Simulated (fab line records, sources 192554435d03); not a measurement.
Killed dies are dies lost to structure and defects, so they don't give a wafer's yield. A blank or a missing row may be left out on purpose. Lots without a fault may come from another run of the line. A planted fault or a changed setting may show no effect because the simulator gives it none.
Chamber matching | flow n5_finfet | N5_BEOL_M7_ETCH_72 on rie_diel-04: 4 sister chambers
The step etches underlayer in N2/H2, target depth 6.5 nm, time 5.2 s. 22 wafers are shown with their chamber, then 11 later ones without.

WAFERS WITH THEIR CHAMBER
wafer  | chamber | showerhead_plenum_p_Torr (Torr) | throttle_valve_pct (%) | drypump_motor_current_A (A)
L074.1 | 0       | 2.41                            | 17.93                  | 5.54
L074.4 | 3       | 2.54                            | 18.16                  | 6.21
L074.6 | 1       | 2.48                            | 17.68                  | 5.98
L077.2 | 2       | 2.71                            | 17.47                  | 5.62
L077.3 | 3       | 2.54                            | 18.18                  | 6.21
L077.4 | 1       | 2.48                            | 17.72                  | 6.02
L079.1 | 1       | 2.48                            | 17.67                  | 6.03
L079.2 | 0       | 2.41                            | 17.95                  | 5.51
L079.4 | 3       | 2.54                            | 18.19                  | 6.22
L081.1 | 2       | 2.70                            | 17.47                  | 5.60
L081.5 | 2       | 2.70                            | 17.45                  | 5.63
L081.6 | 3       | 2.54                            | 18.18                  | 6.21
L083.2 | 0       | 2.41                            | 17.94                  | 5.54
L083.4 | 2       | 2.71                            | 17.48                  | 5.63
L083.6 | 0       | 2.41                            | 17.96                  | 5.55
L082.1 | 3       | 2.54                            | 18.19                  | 6.22
L082.4 | 0       | 2.41                            | 17.95                  | 5.58
L082.6 | 0       | 2.41                            | 17.95                  | 5.58
L084.1 | 2       | 2.70                            | 17.47                  | 5.62
L084.2 | 3       | 2.54                            | 18.22                  | 6.23
L084.3 | 1       | 2.47                            | 17.70                  | 6.02
L086.3 | 3       | 2.53                            | 18.19                  | 6.20

SIGNATURES (means of the wafers above)
reading                  | chamber 0 | chamber 1 | chamber 2 | chamber 3 | scatter within a chamber
showerhead_plenum_p_Torr | 2.4100    | 2.4775    | 2.7040    | 2.5386    | 0.00395
throttle_valve_pct       | 17.9467   | 17.6925   | 17.4680   | 18.1871   | 0.0157
drypump_motor_current_A  | 5.5500    | 6.0125    | 5.6200    | 6.2143    | 0.0186
Rule: a wafer's distance from a chamber is the root of the sum, over the readings, of the square of ((its reading less the chamber's mean) divided by the reading's scatter). The wafer belongs to the nearest chamber; if the next one is less than 2 further off, it can't be placed. The scatter: the root of (the sum of the squares of (reading less its chamber's mean) over the shown wafers, divided by (wafers less chambers)).

WAFERS WITHOUT THEIR CHAMBER
wafer  | showerhead_plenum_p_Torr (Torr) | throttle_valve_pct (%) | drypump_motor_current_A (A)
L086.4 | 2.47                            | 17.76                  | 6.05
L086.6 | 2.70                            | 17.51                  | 5.62
L088.3 | 2.41                            | 17.97                  | 5.50
L088.4 | 2.53                            | 18.20                  | 6.22
L088.6 | 2.53                            | 18.18                  | 6.24
L089.1 | 2.47                            | 17.74                  | 6.01
L089.3 | 2.41                            | 17.96                  | 5.56
L089.4 | 2.53                            | 18.22                  | 6.22
L090.2 | 2.53                            | 18.24                  | 6.21
L090.5 | 2.70                            | 17.49                  | 5.60
L090.6 | 2.53                            | 18.22                  | 6.22

WHICH CHAMBER EACH WENT THROUGH
wafer  | from the rows above | in truth
L086.4 | 1                   | 1
L086.6 | 2                   | 2
L088.3 | 0                   | 0
L088.4 | 3                   | 3
L088.6 | 3                   | 3
L089.1 | 1                   | 1
L089.3 | 0                   | 0
L089.4 | 3                   | 3
L090.2 | 3                   | 3
L090.5 | 2                   | 2
L090.6 | 3                   | 3
Placed correctly: 11 of 11. Can't be placed from these rows: 0. Placed wrongly: 0.
